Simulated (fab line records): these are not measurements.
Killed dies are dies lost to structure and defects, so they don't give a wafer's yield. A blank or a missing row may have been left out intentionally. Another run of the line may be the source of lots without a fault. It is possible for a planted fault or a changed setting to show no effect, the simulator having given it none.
Problem report, 8D (eight disciplines) form, completed by code || flow nand_harc || the parts of the form that need people (team, actions taken, sign-off) are left out

## 1. WHAT WENT WRONG
killed_dies at NHARC_END_SORT_01 reads a mean of 666 on 2 wafers of 2 lots; wafers without a fault read 32 with a standard deviation of 11. That puts it +58 standard deviations away from the usual mean.
First seen on wafer L578.2, day 21 09:24, on prober-02. The record has a number at this step for 6 wafers belonging to 2 lots. Rule for "out" (also "out of limits"): further than 4 standard deviations from the usual mean. All remaining wafers that have a number are taken as sound.

## 2. WHAT IT IS; WHAT IT IS NOT
{"question": "which readings at this step", "is": "killed_dies, killed_at_array", "is not": "killed_at_other, killed_at_periphery, killed_open, killed_short"}
{"question": "which lots", "is": "L578, L583", "is not": "-"}
{"question": "which wafers of those lots", "is": "L578.2, L583.2", "is not": "L578.3, L578.4, L583.3, L583.4"}
{"question": "read on which gauges", "is": "prober-01, prober-02", "is not": "-"}
{"question": "when", "is": "from day 21 09:24", "is not": "up to then (0 sound wafers); but 4 sound wafers of L578, L583 came after"}

## 3. THE SUSPECTS, EACH WITH WHAT RULES IT OUT
Counting: a tool at a process step up to the reading stays a suspect if it ran every lot that is out. Sound lots after the first of them don't rule it out here, since some wafers of a struck lot are sound.
- the gauge at NHARC_END_SORT_01 has been ruled out. The wafers that are out were read on 2 gauges (prober-01, prober-02).
- pecvd-04 at NHARC_A_SGD_CUT_DEP_00 (deposits SiNx, target thk 50 nm): kept. It ran every lot that is out, first L578 (day 16 01:05).
- plasma_asher-02 at NHARC_THIN_TSV_STRIP_62 (strips in N2/H2, time 20 s): kept. It ran every lot that is out, first L583 (day 20 20:22).
After counting, pecvd-04 at NHARC_A_SGD_CUT_DEP_00 and plasma_asher-02 at NHARC_THIN_TSV_STRIP_62 remain.

## 4. THE CAUSE (what the simulator had put in)
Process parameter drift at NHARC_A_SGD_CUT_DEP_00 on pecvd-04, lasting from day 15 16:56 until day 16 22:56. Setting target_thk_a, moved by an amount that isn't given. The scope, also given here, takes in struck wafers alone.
Counting left 2 suspects, and this tool is among them.

## 5. THE CHAIN OF EFFECTS, in route order
Each row: a reading where the mean over the struck wafers with a number is more than 3 standard deviations away from the usual. Scope: only readings with a usual standard deviation given in the record; hours: median across lots of the time from each lot's start at the first step in this table that gives one to its start at this step; sigmas: change in usual standard deviations.
{"hours": 0, "step": "NHARC_END_SORT_01", "reading": "killed_at_array", "usual": 27, "on struck wafers": 665, "change": "+638", "sigmas": "+53"}
{"hours": 0, "step": "NHARC_END_SORT_01", "reading": "killed_dies", "usual": 32, "on struck wafers": 666, "change": "+634", "sigmas": "+58"}

## 6. HOW IT WOULD HAVE BEEN CAUGHT EARLIER
Counted from the fault's start at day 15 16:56, it took 136 hours until the first out-of-limits reading at a measuring or inspecting step in this record, taken at day 21 09:24.
Of the tool readings at NHARC_A_SGD_CUT_DEP_00 for which the record gives a usual standard deviation, none was out on any struck wafer, so an alarm limit of 4 standard deviations on them would not have fired.
Each of the lots that are out, 2 in all, had begun NHARC_A_SGD_CUT_DEP_00 on pecvd-04 no later than day 21 09:24. A hold on the tool at that time would have spared none of them.
